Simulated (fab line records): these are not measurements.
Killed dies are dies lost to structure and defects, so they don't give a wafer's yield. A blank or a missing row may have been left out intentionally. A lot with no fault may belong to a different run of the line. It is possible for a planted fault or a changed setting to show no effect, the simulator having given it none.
Chamber matching | flow n5 finfet | N5_BEOL_M13_TRENCH_ETCH_34 on rie diel-02 has 4 sister chambers
The step etches SiOC in C4F8/O2/Ar, target depth 413.47 nm, time 162.6 s. 4 wafers are shown with their chamber, then 7 later ones without.

== WAFERS WITH THEIR CHAMBER ==
wafer  | chamber | showerhead plenum p Torr (Torr)
L085.3 | 2       | 3.38
L087.5 | 3       | 3.53
L090.1 | 0       | 3.59
L090.3 | 1       | 3.44

== WAFERS MISSING THEIR CHAMBER ==
wafer  | showerhead plenum p Torr (Torr)
L090.5 | 3.44
L093.1 | 3.37
L093.2 | 3.52
L093.4 | 3.58
L097.3 | 3.58
L097.4 | 3.44
L097.5 | 3.52

== WHICH CHAMBER EACH WENT THROUGH ==
wafer  | from the rows above | in truth
L090.5 | 1                   | 1
L093.1 | 2                   | 2
L093.2 | 3                   | 3
L093.4 | 0                   | 0
L097.3 | 0                   | 0
L097.4 | 1                   | 1
L097.5 | 3                   | 3
7 of 7 placed correctly. Not placeable from these rows: 0. Number placed wrongly: 0.
How it was worked out, from the rows above alone: a wafer's distance from a chamber is the root of the sum, over the readings, of the square of ((its reading less the chamber's mean) divided by the reading's scatter). If the next closest chamber is less than 2 further off than the closest, the wafer can't be placed; otherwise it belongs to the closest. For every chamber, the mean is computed from those of its wafers that are shown. The scatter: with one shown wafer a chamber, the root of the mean of the squares of how far each hidden wafer lies from its nearest shown one.
